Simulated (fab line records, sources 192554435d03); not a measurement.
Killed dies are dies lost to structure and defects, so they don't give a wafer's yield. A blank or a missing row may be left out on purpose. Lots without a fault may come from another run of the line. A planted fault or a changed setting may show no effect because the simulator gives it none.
Split-lot experiment | flow n5_finfet | 7 lots, 39 wafers read, on a route of 1938 steps

THE SPLIT
At N5_MIM_BOT_ETCH_ETCH_04 (etches SiNx in CF4/O2, target depth 26 nm, time 13 s), the setting time_s was moved away from the recipe's 13 s on 15 of the 39 wafers read, by -56.2% to +42.6%. The other wafers ran this setting at the recipe's value.

The reading is taken at the split's own step.

THE READING
MIM_BOT_ETCH.cd_offset_nm (the simulator's own value, which no gauge read), in nm, at N5_MIM_BOT_ETCH_ETCH_04 (etches SiNx in CF4/O2, target depth 26 nm, time 13 s). The file gives no usual value for it. The 24 wafers here that ran the recipe average 0.0 nm, standard deviation 0.11 nm.

wafer  | tool, chamber at the split | time_s as run, s | against the recipe | MIM_BOT_ETCH.cd_offset_nm, nm | against lot-mates on the recipe
L079.1 | rie_diel-01, 2             | 13               | recipe             | 0                             | -
L079.2 | rie_diel-01, 3             | 15.4             | +18.5%             | 0                             | -0.1
L079.3 | rie_diel-01, 0             | 13               | recipe             | 0                             | -
L079.4 | rie_diel-01, 1             | 15.4             | +18.5%             | -0.4                          | -0.5
L079.5 | rie_diel-01, 3             | 13               | recipe             | 0.2                           | -
L079.6 | rie_diel-01, 0             | 15.4             | +18.5%             | -0.2                          | -0.3
L080.1 | rie_diel-03, 1             | 6.07             | -53.3%             | 0.6                           | +0.6
L080.2 | rie_diel-03, 0             | 13               | recipe             | 0                             | -
L080.3 | rie_diel-03, 2             | 13               | recipe             | 0                             | -
L080.4 | rie_diel-03, 0             | 6.07             | -53.3%             | 0.4                           | +0.4
L080.5 | rie_diel-03, 1             | 6.07             | -53.3%             | 0.6                           | +0.6
L080.6 | rie_diel-03, 2             | 13               | recipe             | 0                             | -
L082.1 | rie_diel-01, 2             | 5.695            | -56.2%             | 0.8                           | +0.8
L082.2 | rie_diel-01, 3             | 13               | recipe             | 0.2                           | -
L082.3 | rie_diel-01, 0             | 13               | recipe             | 0                             | -
L082.4 | rie_diel-01, 1             | 13               | recipe             | -0.2                          | -
L082.5 | rie_diel-01, 0             | 5.695            | -56.2%             | 0.6                           | +0.6
L082.6 | rie_diel-01, 3             | 5.695            | -56.2%             | 0.8                           | +0.8
L090.3 | rie_diel-01, 0             | 13               | recipe             | 0.2                           | -
L090.5 | rie_diel-01, 0             | 13               | recipe             | 0.2                           | -
L090.6 | rie_diel-01, 1             | 13               | recipe             | -0.2                          | -
L091.1 | rie_diel-04, 3             | 13               | recipe             | 0                             | -
L091.2 | rie_diel-04, 2             | 13               | recipe             | 0                             | -
L091.3 | rie_diel-04, 0             | 13               | recipe             | 0                             | -
L091.4 | rie_diel-04, 1             | 5.945            | -54.3%             | 0.4                           | +0.4
L091.5 | rie_diel-04, 3             | 5.945            | -54.3%             | 0.6                           | +0.6
L091.6 | rie_diel-04, 0             | 5.945            | -54.3%             | 0.6                           | +0.6
L093.1 | rie_diel-03, 1             | 13               | recipe             | 0                             | -
L093.2 | rie_diel-03, 0             | 13               | recipe             | 0                             | -
L093.3 | rie_diel-03, 2             | 13               | recipe             | 0                             | -
L093.4 | rie_diel-03, 3             | 13               | recipe             | 0                             | -
L093.5 | rie_diel-03, 3             | 13               | recipe             | 0                             | -
L093.6 | rie_diel-03, 0             | 13               | recipe             | 0                             | -
L096.1 | rie_diel-04, 1             | 18.54            | +42.6%             | -0.6                          | -0.5
L096.2 | rie_diel-04, 2             | 13               | recipe             | -0.2                          | -
L096.3 | rie_diel-04, 0             | 13               | recipe             | 0                             | -
L096.4 | rie_diel-04, 2             | 13               | recipe             | 0                             | -
L096.5 | rie_diel-04, 0             | 18.54            | +42.6%             | -0.4                          | -0.3
L096.6 | rie_diel-04, 1             | 18.54            | +42.6%             | -0.6                          | -0.5

THE FIT
A straight line over all 39 wafers: MIM_BOT_ETCH.cd_offset_nm changes by -0.0113 nm for each +1% of time_s; r = -0.94; the points scatter about the line by 0.12 nm.
The same after taking each lot's own level away (the mean of its wafers on the recipe; 39 wafers): -0.0112 nm for each +1%; r = -0.94; scatter 0.12 nm.
On that fit, the largest move of time_s shifts the reading by 0.63 nm.
The lots' own levels span -0.07 to 0.07 nm, that is 1.2 times the standard deviation above.
So the lot-to-lot level changes the slope little: the two slopes agree.
Check: with one of the wafers moved furthest among these (-56.2%) left out of the fit, the line predicts +0.602 nm for it against its lot-mates. It came out at +0.8 nm against them.

THE WHOLE CHAIN: every reading that the file lists as answering this split, in the file's order
step                    | what it does                                         | reading                                                                    | change (the file's fit)                | r (the file's)
N5_MIM_BOT_ETCH_ETCH_04 | etches SiNx in CF4/O2, target depth 26 nm, time 13 s | etch.depth_nm (the simulator's own value, which no gauge read)             | +0.258 nm for each +1% of the setting  | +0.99
N5_MIM_BOT_ETCH_ETCH_04 | etches SiNx in CF4/O2, target depth 26 nm, time 13 s | MIM_BOT_ETCH.cd_offset_nm (the simulator's own value, which no gauge read) | -0.0111 nm for each +1% of the setting | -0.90

THE FILE'S OWN FIT
MIM_BOT_ETCH.cd_offset_nm changes by -0.0111 nm for each +1% of time_s, r = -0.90.
